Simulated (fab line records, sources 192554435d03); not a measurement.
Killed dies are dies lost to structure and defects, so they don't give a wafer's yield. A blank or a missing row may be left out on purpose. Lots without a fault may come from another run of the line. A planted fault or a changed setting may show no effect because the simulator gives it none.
A struck lot beside a sound one | flow n5_finfet | 15 steps out of a route of 1938
Sound: wafers L433.2, L433.3, L433.6. Struck: wafers L420.1, L420.4. (L420.5 of the same lot was not struck and is left out.) The cause comes at the end.
At each step with rows: each side's tool, then ch and its chambers, then its first start. Under that, the readings that differ: sound wafers | struck wafers | difference of the means | sigmas: that difference in standard deviations of wafers without a fault.
alike: readings whose means differ by less than 2 such deviations, and words and numbers that are the same on both sides. not compared: withheld readings, readings that some wafer has no value for, bounds like >300 that may hide the same value, and numbers for which the record gives no deviation and whose values overlap.
The two part at a step that has a row with sigmas, a row that says differs or no value, or rows on one side only. Numbers that don't overlap but have no deviation are shown without sigmas and don't part them. A reading that every wafer of one side lacks parts them only if that side has two wafers or more.

N5_BEOL_M8_STRIP_80: strips in N2/H2, time 10 s.
  sound on rie_diel-03 ch 0,1,3; struck on rie_diel-03 ch 1,3
  alike: drypump_motor_current_A, oes_product_au, rf_vpp_V, showerhead_plenum_p_Torr, throttle_valve_pct
  not compared: rf_hours_counter_h
N5_BEOL_M8_OCD_MEAS_38:
  sound on ocd-02, day 16 18:55; struck on ocd-01, day 13 00:20
  alike: trench_depth_nm
then, 4 steps without rows for these wafers: N5_BEOL_M8_HM_STRIP_39 (strips TiN in peroxide tin strip, target depth 25 nm, time 158 s); N5_BEOL_M8_SRD_40 (time 30 s); N5_BEOL_M8_PRECLEAN_42 (cleans in residue remover, time 60 s); N5_BEOL_M8_SRD_43 (time 30 s).
N5_BEOL_M8_CD_MEAS_35: target cd 40 nm.
  sound on cd_sem-02, day 16 19:04; struck on cd_sem-03, day 13 00:29
  alike: cd_nm
then, 2 steps without rows for these wafers: N5_BEOL_M8_CURE_75 (cures SiCOH lowk, time 120 s); N5_BEOL_M8_DEGAS_44 (time 60 s).
N5_BEOL_M8_PRE_CLEAN_45: time 30 s.
  sound on pvd_sputter-02, day 16 19:48; struck on pvd_sputter-02, day 13 02:25
  alike: heater_power_w, susceptor_temp_C
N5_BEOL_M8_ALD_77: deposits TaN, target thk 2 nm, pulse time 2 s, purge time 3 s.
  sound on ald_metal-01 ch 0,1,2, day 16 19:52; struck on ald_metal-04 ch 1,3, day 13 02:34
  alike: heater_power_w, susceptor_temp_C
N5_BEOL_M8_SURFACE_TREAT_79:
  sound on pvd_sputter-01, day 16 20:11; struck on pvd_sputter-02, day 13 02:55
  not compared: throttle_valve_pct
N5_BEOL_M8_CVD_78: deposits Co from CCTBA/H2, target thk 2 nm, time 142.3 s.
  sound on cvd_co-01 ch 0,2, day 16 20:16; struck on cvd_co-01 ch 0,2, day 13 03:13
  reading          | sound             | struck      | difference | sigmas
  run_length_s (s) | 164.7 165.2 164.6 | 239.5 239.3 | +74.6      | +99 or more
N5_BEOL_M8_SPUTTER_48: material Cu, target thk 10 nm, time 1.667 s.
  sound on pvd_sputter-02, day 16 20:32; struck on pvd_sputter-02, day 13 03:26
  alike: chuck_gas_flow_sccm, susceptor_temp_C, throttle_valve_pct
-- the record jumps here: 3 days lie between the struck wafers' starts before and after (it left off in module BEOL_M8 and takes up again in module PASSIVATION, whose first step shown is number 1936 of the route) --
N5_PASSIVATION_PROBE_49:
  sound on prober-01, day 19 12:17; struck on prober-01, day 16 02:49
  alike: defect_limited_yield, killed_at_M0_to_M3, killed_at_M4_up, killed_at_contacts, killed_at_front_end, killed_at_other, killed_dies, killed_open, killed_short, sort_bin_5_function, sort_bin_6_memory, sort_n_pass, sort_yield_pct

WHERE THEY PART
Only at N5_BEOL_M8_CVD_78, within this record. Later steps at which nothing parts them and some readings are alike: N5_BEOL_M8_SPUTTER_48, N5_PASSIVATION_PROBE_49.

WHY: what the simulator had put in
Process parameter drift: cvd_co-01, from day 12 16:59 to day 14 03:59, at N5_BEOL_M8_CVD_78. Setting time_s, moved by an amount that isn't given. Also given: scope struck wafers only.
